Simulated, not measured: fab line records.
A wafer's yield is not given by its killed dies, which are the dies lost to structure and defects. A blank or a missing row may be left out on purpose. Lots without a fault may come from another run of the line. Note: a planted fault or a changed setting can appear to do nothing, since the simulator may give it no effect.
A struck lot beside a sound one -- flow n5Finfet -- 13 steps out of a route of 1938
Sound: the wafers L816.1, L816.2, L816.4. Wafers L823.2, L823.3 were the ones struck. Last of all comes the cause.
Order at every step that has rows: each side's tool, ch and its chambers, its first start. Under that, the readings that differ: sound wafers -- struck wafers -- difference of the means -- sigmas: that difference in standard deviations of wafers without a fault.
alike: same words and numbers on both sides, and readings whose means sit less than 2 such deviations apart. not compared: any withheld reading, any reading some wafer has no value for, any bound like >300 that may hide the same value, and any number with overlapping values for which the record gives no deviation.
A row with sigmas, a row that says differs or no value, or rows on one side alone: a step with any of these is where the two part. Non-overlapping numbers with no deviation appear without sigmas and do not part them. A reading that every wafer of one side lacks parts them only if that side has two wafers or more.

N5_BEOL_M15_STRIP_36: strips in O2.
  sound on rieDiel-02 ch 1,2,3, day 14 17:46; struck on rieDiel-02 ch 0,2, day 16 13:08
  alike: drypumpMotorCurrentA, oesProductAu, rfVppV, showerheadPlenumPTorr, throttleValvePct
  not compared: rfHoursCounterH
then, 2 steps without rows for these wafers: N5_BEOL_M15_STRIP_62 (strips in O2); N5_BEOL_M15_STRIP_37 (strips in O2).
N5_BEOL_M15_ETCH_38: etches SiCN in CF4/N2, target depth 106.4 nm, time 120.5 s.
  sound: rieDiel-02 ch 1,2,3; struck: rieDiel-02 ch 0,2
  alike: drypumpMotorCurrentA, oesProductAu, rfVppV, showerheadPlenumPTorr, throttleValvePct
  not compared: rfHoursCounterH
then, 2 steps without rows for these wafers: N5_BEOL_M15_PRECLEAN_39 (cleans in residue remover, time 60 s); N5_BEOL_M15_SRD_40 (time 30 s, dry time 30 s).
N5_BEOL_M15_DEGAS_41: time 60 s.
  sound on pvdSputter-01, day 14 18:06; struck on pvdSputter-03, day 16 14:16
  alike: heaterPowerW
N5_BEOL_M15_PRE_CLEAN_42: time 30 s.
  sound on pvdSputter-01, day 14 18:08; struck on pvdSputter-03, day 16 14:18
reading,sound,struck,difference,sigmas
heaterPowerW (W),501 567 486,403 421,-106,-2
then, 3 steps without rows for these wafers: N5_BEOL_M15_SPUTTER_43 (material TaN, target thk 15 nm, time 24.19 s); N5_BEOL_M15_SPUTTER_44 (material Ta, target thk 15 nm, time 24.19 s); N5_BEOL_M15_SPUTTER_45 (material Cu, target thk 100 nm, time 16.67 s).
N5_BEOL_M15_ECD_47: material Cu, target thk 1860 nm.
  sound on ecdCu-01 ch 0,1, day 14 18:28; struck on ecdCu-01 ch 0,1, day 16 14:37
reading,sound,struck,difference,sigmas
model.Cu_of_BEOL_M15_ECD_47.thkNm (nm),1879 1866 1884,2901 2919,+1034,
N5_BEOL_M15_ANNEAL_48: time 90 s.
  sound on rtpAnneal-01 ch 0, day 14 18:42; struck on rtpAnneal-01 ch 0, day 16 15:09
  alike: wafer_temp_C_max

== WHERE THEY PART ==
N5_BEOL_M15_PRE_CLEAN_42 only, going by this record. Later steps at which nothing parts them and some readings are alike: N5_BEOL_M15_ANNEAL_48.

WHY: the cause the simulator had injected
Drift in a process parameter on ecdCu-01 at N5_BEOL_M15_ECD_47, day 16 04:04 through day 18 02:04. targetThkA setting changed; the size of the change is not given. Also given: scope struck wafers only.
